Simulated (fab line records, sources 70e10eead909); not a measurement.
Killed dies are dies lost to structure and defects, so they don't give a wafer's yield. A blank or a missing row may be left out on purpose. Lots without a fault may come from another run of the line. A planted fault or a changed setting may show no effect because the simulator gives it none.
fab line records | flow nand_harc | part 1 of 2: steps 1 to 32 of 41
record lots=5 wafers=15 last_day=33
route steps=1302 shown A_ZERO_WELL@411 A_SOURCE_PLATE@413 A_ONON_D1@424 A_CHANNEL_HOLE_D1@450
lots that met no fault: from a run of the same line without faults
start_h: hours from the record's first day to the start of the lot's first wafer shown | wait_h: hours since the lot's step before | " the same as in the row above | L1.1+2: a row that stands for several wafers | - no value, or no start given | * or withheld: withheld | < > ~ a bound
route shown NAME@n: a module of which the file shows steps, and the number in the route of the first | usual: mean/standard deviation of fault-free wafers | same: alike in all rows | chamber/n: place in a boat | sites: the reading at each site | _std_site: their standard deviation | _edge_site: outer sites' mean less inner sites' | radius_mm: how far each site lies from the wafer's centre | mask NAME#n: copy n | behind: the tool/chamber that last shaped the wafer | hold: why the lot was held/for how many hours/how that ended | device: the transistor (n, p or np) that didn't switch | end of line: the same wafers' tests at the end of the route | a step without rows: its recipe alone | killed: dies lost to structure and defects at the first sort, not the wafer's yield | map: a wafer's dies, x killed, . not, _ none there
set.NAME: the setting as run; set.NAME@STEP: as run at that earlier step | model.NAME: the simulator's own value behind a step, which no gauge read
lots at some steps of the route; a table a step, a row a wafer
services: from which hour (start_h, from the record's first day; less than 0 if before it) a tool's chamber was out of use, for how many hours, and why
## steps
# step NHARC_A_ZERO_WELL_RTA_16
# recipe temp_c=1000 time_s=10
# usual lamp_power_pct=28.8/1.7 lamp_zone_3_pct=28.8/1.7 wafer_temp_C_max=1005.5/1.2
# columns lot.wafer tool chamber start_h wait_h lamp_power_pct lamp_zone_3_pct wafer_temp_C_max
L080.2 rtp_anneal-02 0 197.83 - 30.7 30.7 1005.6
L080.4 " 0 " " 30.6 30.7 1005.1
L080.6 " 0 " " 30.6 30.7 1008.7
L082.3 rtp_anneal-01 0 217.97 - 27.3 27.2 1004.3
L082.4 " 0 " " 27.3 27.3 1005.2
L082.6 " 0 " " 27.3 27.3 1004.7
L089.2 rtp_anneal-02 0 298.04 - 30.7 30.7 1007.0
L089.4 " 0 " " 30.7 30.7 1007.4
L089.5 " 0 " " 30.7 30.7 1007.4
L094.2 rtp_anneal-01 0 355.80 - 27.2 27.2 1004.7
L094.5 " 0 " " 27.2 27.3 1004.6
L094.6 " 0 " " 27.3 27.2 1004.0
L097.3 rtp_anneal-01 0 370.11 - 27.3 27.3 1004.2
L097.4 " 0 " " 27.3 27.3 1004.6
L097.6 " 0 " " 27.3 27.3 1004.9
# step NHARC_A_ZERO_WELL_INSPECT_17
# usual raw_defect_count=11/5.6
# columns lot.wafer tool chamber start_h wait_h raw_defect_count
L080.2 defect_inspect-02 - 198.00 0.1 4
L080.4 " - " " 6
L080.6 " - " " 9
L082.3 defect_inspect-02 - 218.11 0.1 6
L082.4 " - " " 5
L082.6 " - " " 4
L089.2 defect_inspect-01 - 298.21 0.1 2
L089.4 " - " " 5
L089.5 " - " " 4
L094.2 defect_inspect-02 - 355.97 0.1 16
L094.5 " - " " 17
L094.6 " - " " 20
L097.3 defect_inspect-02 - 370.25 0.1 16
L097.4 " - " " 13
L097.6 " - " " 13
# step NHARC_A_SOURCE_PLATE_PRECLEAN_00
# recipe time_s=60 chemistry=HF-LAST
# columns lot.wafer tool chamber start_h wait_h
L080.2+4+6 wet_bench-09 7,1,3 198.05 0.1
L082.3+4+6 wet_bench-06 5,7,2 218.16 0.0
L089.4+5+2 wet_bench-06 6,2,3 298.26 0.0
L094.6+5+2 wet_bench-05 1,3,6 356.02 0.0
L097.4+6+3 wet_bench-09 3,6,7 370.30 0.0
# step NHARC_A_SOURCE_PLATE_SRD_01
# columns lot.wafer tool chamber start_h wait_h
L080.2+4+6 wet_bench-09 7,1,3 - -
L082.3+4+6 wet_bench-06 5,7,2 - -
L089.4+5+2 wet_bench-06 6,2,3 - -
L094.6+5+2 wet_bench-05 1,3,6 - -
L097.4+6+3 wet_bench-09 3,6,7 - -
# step NHARC_A_SOURCE_PLATE_OXIDE_02
# recipe target_thk_a=100 temp_c=900 ox_time_s=1362 material=SiO2
# usual spike_tc_top_C=910.4/2 zone_power_centre_pct=18.6/1.4
# columns lot.wafer tool chamber start_h wait_h spike_tc_top_C zone_power_centre_pct
L080.2 furnace-05 0 200.76 - 913.3 20.0
L080.4 " 0 " " 913.4 19.8
L080.6 " 0 " " 913.2 19.9
L082.3 furnace-03 0 218.70 - 907.5 16.6
L082.4 " 0 " " 907.8 16.7
L082.6 " 0 " " 908.7 17.0
L089.2 furnace-04 0 302.64 - 909.5 19.1
L089.4 " 0 " " 909.8 19.9
L089.5 " 0 " " 909.9 19.3
L094.2 furnace-05 0 358.45 - 911.9 19.7
L094.5 " 0 " " 912.7 19.8
L094.6 " 0 " " 912.1 19.9
L097.3 furnace-04 0 374.24 - 910.7 19.4
L097.4 " 0 " " 912.0 19.3
L097.6 " 0 " " 909.1 19.3
# step NHARC_A_SOURCE_PLATE_THK_MEAS_09
# recipe thk_meas_gauge=ellipsometry
# usual thk_nm=9.9/0.93
# columns lot.wafer tool chamber start_h wait_h thk_nm
L080.2 film_metro-01 - 204.79 0.4 10.9
L080.4 " - " " 9.1
L080.6 " - " " 9.1
L082.3 film_metro-01 - 222.79 0.4 9.9
L082.4 " - " " 9.4
L082.6 " - " " 9.3
L089.2 film_metro-02 - 306.66 0.4 11.3
L089.4 " - " " 9.8
L089.5 " - " " 11.1
L094.2 film_metro-02 - 362.45 0.4 11.4
L094.5 " - " " 9.7
L094.6 " - " " 10.7
L097.3 film_metro-01 - 378.30 0.4 10.3
L097.4 " - " " 8.8
L097.6 " - " " 9.0
# step NHARC_A_SOURCE_PLATE_PVD_04
# recipe target_thk_a=500 material=WSi2
# columns lot.wafer tool chamber start_h wait_h
L080.2+4+6 pvd_sputter-01 - 204.84 0.1
L082.3+4+6 pvd_sputter-01 - 222.86 0.1
L089.4+2+5 pvd_sputter-03 - 306.72 0.1
L094.2+5+6 pvd_sputter-01 - 362.50 0.1
L097.4+3+6 pvd_sputter-03 - 378.36 0.1
# step NHARC_A_SOURCE_PLATE_CVD_03
# recipe target_thk_a=2000 temp_c=620 pressure_mtorr=200 time_s=4000 material=poly-Si
# usual spike_tc_top_C=640/3.7 zone_power_centre_pct=8.7/1
# columns lot.wafer tool chamber start_h wait_h spike_tc_top_C zone_power_centre_pct
L080.2 lpcvd_poly-04 0 207.39 - 645 9.8
L080.4 " 0 " " 644 9.6
L080.6 " 0 " " 645 9.7
L082.3 lpcvd_poly-01 0 225.27 - 638 7.4
L082.4 " 0 " " 636 7.4
L082.6 " 0 " " 635 7.5
L089.2 lpcvd_poly-02 0 309.24 - 637 9.5
L089.4 " 0 " " 639 9.5
L089.5 " 0 " " 639 9.5
L094.2 lpcvd_poly-01 0 364.93 - 637 7.3
L094.5 " 0 " " 636 7.5
L094.6 " 0 " " 637 7.4
L097.3 lpcvd_poly-04 0 380.89 - 646 9.7
L097.4 " 0 " " 646 9.6
L097.6 " 0 " " 645 9.6
# step NHARC_A_SOURCE_PLATE_ANNEAL_05
# recipe temp_c=850 time_s=1800
# usual spike_tc_top_C=861.1/2.2 zone_power_centre_pct=16.3/1.3
# columns lot.wafer tool chamber start_h wait_h spike_tc_top_C zone_power_centre_pct
L080.2 furnace-03 0 213.89 3.4 859.2 14.9
L080.4 " 0 " " 859.5 15.1
L080.6 " 0 " " 860.4 14.7
L082.3 furnace-05 0 231.40 3.0 865.2 17.6
L082.4 " 0 " " 862.5 17.7
L082.6 " 0 " " 864.7 17.7
L089.2 furnace-05 0 315.68 3.4 864.0 17.8
L089.4 " 0 " " 864.0 17.6
L089.5 " 0 " " 864.7 17.4
L094.2 furnace-03 0 371.42 3.4 859.4 14.7
L094.5 " 0 " " 858.8 14.9
L094.6 " 0 " " 858.9 14.7
L097.3 furnace-05 0 387.13 3.2 862.6 17.5
L097.4 " 0 " " 861.8 17.6
L097.6 " 0 " " 863.2 17.3
# step NHARC_A_SOURCE_PLATE_THK_MEAS_06
# recipe thk_meas_gauge=ellipsometry
# usual thk_nm=199.9/2.8
# columns lot.wafer tool chamber start_h wait_h thk_nm
L080.2 film_metro-02 - 217.89 0.4 195.8
L080.4 " - " " 195.8
L080.6 " - " " 194.1
L082.3 film_metro-02 - 235.41 0.4 205.7
L082.4 " - " " 205.2
L082.6 " - " " 207.0
L089.2 film_metro-01 - 319.65 0.4 201.9
L089.4 " - " " 202.2
L089.5 " - " " 204.8
L094.2 film_metro-01 - 375.38 0.4 198.4
L094.5 " - " " 199.1
L094.6 " - " " 196.3
L097.3 film_metro-01 - 391.17 0.4 200.3
L097.4 " - " " 202.2
L097.6 " - " " 201.2
# step NHARC_A_SOURCE_PLATE_INSPECT_08
# usual raw_defect_count=61/28
# columns lot.wafer tool chamber start_h wait_h raw_defect_count
L080.2 defect_inspect-01 - 217.98 0.0 34
L080.4 " - " " 35
L080.6 " - " " 33
L082.3 defect_inspect-02 - 235.47 0.0 27
L082.4 " - " " 42
L082.6 " - " " 33
L089.2 defect_inspect-02 - 319.72 0.0 47
L089.4 " - " " 34
L089.5 " - " " 110
L094.2 defect_inspect-02 - 375.45 0.0 34
L094.5 " - " " 31
L094.6 " - " " 42
L097.3 defect_inspect-02 - 391.26 0.0 75
L097.4 " - " " 68
L097.6 " - " " 60
# step NHARC_A_ONON_D1_DEP_00
# recipe target_thk_a=10000 n2_flow_sccm=2750 n2o_flow_sccm=2000 nh3_flow_sccm=500 sih4_flow_sccm=210 temp_c=400
# columns lot.wafer tool chamber start_h wait_h
L080.2+4+6 pecvd_onon-03 0 218.10 0.1
L082.3+4+6 pecvd_onon-01 0 235.65 0.2
L089.2+4+5 pecvd_onon-03 0 319.84 0.1
L094.2+5+6 pecvd_onon-03 0 375.58 0.1
L097.3+4+6 pecvd_onon-01 0 391.44 0.2
# step NHARC_A_ONON_D1_THK_MEAS_02
# recipe thk_meas_gauge=ellipsometry
# usual thk_nm=1002/8.7
# columns lot.wafer tool chamber start_h wait_h thk_nm
L080.2 film_metro-01 - 218.56 - 1002
L080.4 " - " " 1000
L080.6 " - " " 1002
L082.3 film_metro-02 - 236.05 - 977
L082.4 " - " " 979
L082.6 " - " " 979
L089.2 film_metro-02 - 320.29 - 1011
L089.4 " - " " 1013
L089.5 " - " " 1014
L094.2 film_metro-01 - 376.03 - 1002
L094.5 " - " " 1003
L094.6 " - " " 1002
L097.3 film_metro-02 - 391.86 - 1004
L097.4 " - " " 1006
L097.6 " - " " 1004
# step NHARC_A_ONON_D1_DEP_03
# recipe target_thk_a=10000 n2_flow_sccm=2750 n2o_flow_sccm=2000 nh3_flow_sccm=500 sih4_flow_sccm=210 temp_c=400
# columns lot.wafer tool chamber start_h wait_h
L080.2+4+6 pecvd_onon-02 0 218.67 0.1
L082.3+4+6 pecvd_onon-02 0 236.22 0.2
L089.2+4+5 pecvd_onon-01 0 320.40 0.1
L094.2+5+6 pecvd_onon-01 0 376.27 0.2
L097.3+4+6 pecvd_onon-02 0 392.03 0.2
# step NHARC_A_ONON_D1_THK_MEAS_05
# recipe thk_meas_gauge=ellipsometry
# usual thk_nm=998/13
# columns lot.wafer tool chamber start_h wait_h thk_nm
L080.2 film_metro-01 - 219.13 - 1001
L080.4 " - " " 1002
L080.6 " - " " 1002
L082.3 film_metro-01 - 236.61 - 988
L082.4 " - " " 988
L082.6 " - " " 989
L089.2 film_metro-02 - 320.85 - 1003
L089.4 " - " " 1003
L089.5 " - " " 1003
L094.2 film_metro-01 - 376.73 - 993
L094.5 " - " " 992
L094.6 " - " " 994
L097.3 film_metro-01 - 392.43 - 993
L097.4 " - " " 991
L097.6 " - " " 993
# step NHARC_A_ONON_D1_DEP_06
# recipe target_thk_a=10000 n2_flow_sccm=2750 n2o_flow_sccm=2000 nh3_flow_sccm=500 sih4_flow_sccm=210 temp_c=400
# columns lot.wafer tool chamber start_h wait_h
L080.2+4+6 pecvd_onon-01 0 219.24 0.1
L082.3+4+6 pecvd_onon-02 0 236.78 0.2
L089.2+4+5 pecvd_onon-02 0 320.97 0.1
L094.2+5+6 pecvd_onon-03 0 376.84 0.1
L097.3+4+6 pecvd_onon-03 0 392.60 0.2
# step NHARC_A_ONON_D1_THK_MEAS_08
# recipe thk_meas_gauge=ellipsometry
# usual thk_nm=1000/8.1
# columns lot.wafer tool chamber start_h wait_h thk_nm
L080.2 film_metro-01 - 219.69 - 989
L080.4 " - " " 987
L080.6 " - " " 989
L082.3 film_metro-01 - 237.18 - 991
L082.4 " - " " 992
L082.6 " - " " 990
L089.2 film_metro-02 - 321.42 - 1002
L089.4 " - " " 999
L089.5 " - " " 1000
L094.2 film_metro-01 - 377.29 - 994
L094.5 " - " " 993
L094.6 " - " " 995
L097.3 film_metro-01 - 393.00 - 999
L097.4 " - " " 1002
L097.6 " - " " 1000
# step NHARC_A_ONON_D1_DEP_09
# recipe target_thk_a=10000 n2_flow_sccm=2750 n2o_flow_sccm=2000 nh3_flow_sccm=500 sih4_flow_sccm=210 temp_c=400
# columns lot.wafer tool chamber start_h wait_h
L080.2+4+6 pecvd_onon-01 0 219.80 0.1
L082.3+4+6 pecvd_onon-02 0 237.35 0.2
L089.2+4+5 pecvd_onon-03 0 321.53 0.1
L094.2+5+6 pecvd_onon-01 0 377.40 0.1
L097.3+4+6 pecvd_onon-01 0 393.17 0.2
# step NHARC_A_ONON_D1_THK_MEAS_11
# recipe thk_meas_gauge=ellipsometry
# usual thk_nm=1001/11
# columns lot.wafer tool chamber start_h wait_h thk_nm
L080.2 film_metro-02 - 220.26 - 989
L080.4 " - " " 989
L080.6 " - " " 988
L082.3 film_metro-02 - 237.74 - 1002
L082.4 " - " " 1001
L082.6 " - " " 1002
L089.2 film_metro-02 - 321.99 - 1003
L089.4 " - " " 1004
L089.5 " - " " 1001
L094.2 film_metro-01 - 377.85 - 1008
L094.5 " - " " 1009
L094.6 " - " " 1008
L097.3 film_metro-02 - 393.57 - 1009
L097.4 " - " " 1012
L097.6 " - " " 1009
# step NHARC_A_ONON_D1_DEP_12
# recipe target_thk_a=10000 n2_flow_sccm=2750 n2o_flow_sccm=2000 nh3_flow_sccm=500 sih4_flow_sccm=210 temp_c=400
# columns lot.wafer tool chamber start_h wait_h
L080.2+4+6 pecvd_onon-01 0 220.37 0.1
L082.3+4+6 pecvd_onon-02 0 237.91 0.2
L089.2+4+5 pecvd_onon-01 0 322.10 0.1
L094.2+5+6 pecvd_onon-03 0 377.97 0.1
L097.3+4+6 pecvd_onon-02 0 393.74 0.2
# step NHARC_A_ONON_D1_THK_MEAS_14
# recipe thk_meas_gauge=ellipsometry
# usual thk_nm=999/9.6
# columns lot.wafer tool chamber start_h wait_h thk_nm
L080.2 film_metro-01 - 220.83 - 1008
L080.4 " - " " 1010
L080.6 " - " " 1011
L082.3 film_metro-02 - 238.31 - 1010
L082.4 " - " " 1009
L082.6 " - " " 1008
L089.2 film_metro-02 - 322.55 - 1006
L089.4 " - " " 1008
L089.5 " - " " 1007
L094.2 film_metro-01 - 378.42 - 999
L094.5 " - " " 999
L094.6 " - " " 997
L097.3 film_metro-01 - 394.14 - 985
L097.4 " - " " 984
L097.6 " - " " 986
# step NHARC_A_ONON_D1_ANNEAL_15
# recipe temp_c=750 time_s=3600
# usual spike_tc_top_C=765.0/1.8 zone_power_centre_pct=14.5/0.78
# columns lot.wafer tool chamber start_h wait_h spike_tc_top_C zone_power_centre_pct
L080.2 furnace-08 0 226.17 5.3 765.8 14.7
L080.4 " 0 " " 764.6 15.1
L080.6 " 0 " " 765.8 14.9
L082.3 furnace-08 0 241.70 3.4 767.8 14.9
L082.4 " 0 " " 766.9 15.1
L082.6 " 0 " " 764.8 14.7
L089.2 furnace-08 0 325.94 3.4 765.4 14.8
L089.4 " 0 " " 765.1 14.9
L089.5 " 0 " " 767.9 14.9
L094.2 furnace-01 0 382.64 4.2 763.3 14.4
L094.5 " 0 " " 765.7 14.3
L094.6 " 0 " " 762.6 14.4
L097.3 furnace-08 0 397.53 3.4 767.5 14.7
L097.4 " 0 " " 765.6 15.0
L097.6 " 0 " " 766.2 15.2
# step NHARC_A_ONON_D1_DEP_16
# recipe target_thk_a=10000 n2_flow_sccm=2750 n2o_flow_sccm=2000 nh3_flow_sccm=500 sih4_flow_sccm=210 temp_c=400
# columns lot.wafer tool chamber start_h wait_h
L080.2+4+6 pecvd_onon-01 0 230.12 0.1
L082.3+4+6 pecvd_onon-03 0 245.71 0.2
L089.2+4+5 pecvd_onon-03 0 329.85 0.1
L094.2+5+6 pecvd_onon-03 0 386.57 0.1
L097.3+4+6 pecvd_onon-01 0 401.53 0.2
# step NHARC_A_ONON_D1_THK_MEAS_18
# recipe thk_meas_gauge=ellipsometry
# usual thk_nm=1001/12
# columns lot.wafer tool chamber start_h wait_h thk_nm
L080.2 film_metro-01 - 230.57 - 981
L080.4 " - " " 983
L080.6 " - " " 982
L082.3 film_metro-02 - 246.10 - 1015
L082.4 " - " " 1015
L082.6 " - " " 1015
L089.2 film_metro-01 - 330.30 - 1013
L089.4 " - " " 1012
L089.5 " - " " 1014
L094.2 film_metro-01 - 387.03 - 976
L094.5 " - " " 976
L094.6 " - " " 979
L097.3 film_metro-02 - 401.92 - 1020
L097.4 " - " " 1022
L097.6 " - " " 1019
# step NHARC_A_ONON_D1_DEP_19
# recipe target_thk_a=10000 n2_flow_sccm=2750 n2o_flow_sccm=2000 nh3_flow_sccm=500 sih4_flow_sccm=210 temp_c=400
# columns lot.wafer tool chamber start_h wait_h
L080.2+4+6 pecvd_onon-01 0 230.69 0.1
L082.3+4+6 pecvd_onon-02 0 246.28 0.2
L089.2+4+5 pecvd_onon-03 0 330.42 0.1
L094.2+5+6 pecvd_onon-03 0 387.14 0.1
L097.3+4+6 pecvd_onon-01 0 402.09 0.2
# step NHARC_A_ONON_D1_THK_MEAS_21
# recipe thk_meas_gauge=ellipsometry
# usual thk_nm=1002/11
# columns lot.wafer tool chamber start_h wait_h thk_nm
L080.2 film_metro-01 - 231.14 - 993
L080.4 " - " " 993
L080.6 " - " " 994
L082.3 film_metro-01 - 246.67 - 1008
L082.4 " - " " 1008
L082.6 " - " " 1010
L089.2 film_metro-01 - 330.87 - 1008
L089.4 " - " " 1011
L089.5 " - " " 1009
L094.2 film_metro-01 - 387.60 - 1004
L094.5 " - " " 1004
L094.6 " - " " 1002
L097.3 film_metro-02 - 402.49 - 994
L097.4 " - " " 997
L097.6 " - " " 994
# step NHARC_A_ONON_D1_DEP_22
# recipe target_thk_a=10000 n2_flow_sccm=2750 n2o_flow_sccm=2000 nh3_flow_sccm=500 sih4_flow_sccm=210 temp_c=400
# columns lot.wafer tool chamber start_h wait_h
L080.2+4+6 pecvd_onon-02 0 231.25 0.1
L082.3+4+6 pecvd_onon-01 0 246.84 0.2
L089.2+4+5 pecvd_onon-01 0 330.98 0.1
L094.2+5+6 pecvd_onon-03 0 387.71 0.1
L097.3+4+6 pecvd_onon-01 0 402.66 0.2
# step NHARC_A_ONON_D1_THK_MEAS_24
# recipe thk_meas_gauge=ellipsometry
# usual thk_nm=999/10
# columns lot.wafer tool chamber start_h wait_h thk_nm
L080.2 film_metro-01 - 231.70 - 1015
L080.4 " - " " 1016
L080.6 " - " " 1015
L082.3 film_metro-01 - 247.24 - 1010
L082.4 " - " " 1009
L082.6 " - " " 1013
L089.2 film_metro-01 - 331.44 - 972
L089.4 " - " " 973
L089.5 " - " " 971
L094.2 film_metro-01 - 388.16 - 988
L094.5 " - " " 989
L094.6 " - " " 992
L097.3 film_metro-02 - 403.05 - 997
L097.4 " - " " 997
L097.6 " - " " 995
# step NHARC_A_ONON_D1_DEP_25
# recipe target_thk_a=10000 n2_flow_sccm=2750 n2o_flow_sccm=2000 nh3_flow_sccm=500 sih4_flow_sccm=210 temp_c=400
# columns lot.wafer tool chamber start_h wait_h
L080.2+4+6 pecvd_onon-02 0 231.81 0.1
L082.3+4+6 pecvd_onon-03 0 247.42 0.2
L089.2+4+5 pecvd_onon-02 0 331.55 0.1
L094.2+5+6 pecvd_onon-03 0 388.28 0.1
L097.3+4+6 pecvd_onon-03 0 403.22 0.2
# step NHARC_A_ONON_D1_THK_MEAS_27
# recipe thk_meas_gauge=ellipsometry
# usual thk_nm=1004/13
# columns lot.wafer tool chamber start_h wait_h thk_nm
L080.2 film_metro-02 - 232.26 - 988
L080.4 " - " " 990
L080.6 " - " " 988
L082.3 film_metro-01 - 247.82 - 1023
L082.4 " - " " 1025
L082.6 " - " " 1023
L089.2 film_metro-02 - 332.01 - 984
L089.4 " - " " 983
L089.5 " - " " 981
L094.2 film_metro-02 - 388.73 - 1006
L094.5 " - " " 1005
L094.6 " - " " 1008
L097.3 film_metro-02 - 403.62 - 1008
L097.4 " - " " 1010
L097.6 " - " " 1010
# step NHARC_A_ONON_D1_DEP_28
# recipe target_thk_a=10000 n2_flow_sccm=2750 n2o_flow_sccm=2000 nh3_flow_sccm=500 sih4_flow_sccm=210 temp_c=400
# columns lot.wafer tool chamber start_h wait_h
L080.2+4+6 pecvd_onon-01 0 232.38 0.1
L082.3+4+6 pecvd_onon-03 0 247.99 0.2
L089.2+4+5 pecvd_onon-03 0 332.12 0.1
L094.2+5+6 pecvd_onon-02 0 388.84 0.1
L097.3+4+6 pecvd_onon-02 0 403.79 0.2
# step NHARC_A_ONON_D1_THK_MEAS_30
# recipe thk_meas_gauge=ellipsometry
# usual thk_nm=1002/8.9
# columns lot.wafer tool chamber start_h wait_h thk_nm
L080.2 film_metro-01 - 232.84 - 995
L080.4 " - " " 995
L080.6 " - " " 994
L082.3 film_metro-02 - 248.38 - 1001
L082.4 " - " " 998
L082.6 " - " " 999
L089.2 film_metro-01 - 332.57 - 1002
L089.4 " - " " 1005
L089.5 " - " " 1004
L094.2 film_metro-01 - 389.30 - 1013
L094.5 " - " " 1014
L094.6 " - " " 1013
L097.3 film_metro-01 - 404.18 - 1007
L097.4 " - " " 1007
L097.6 " - " " 1006
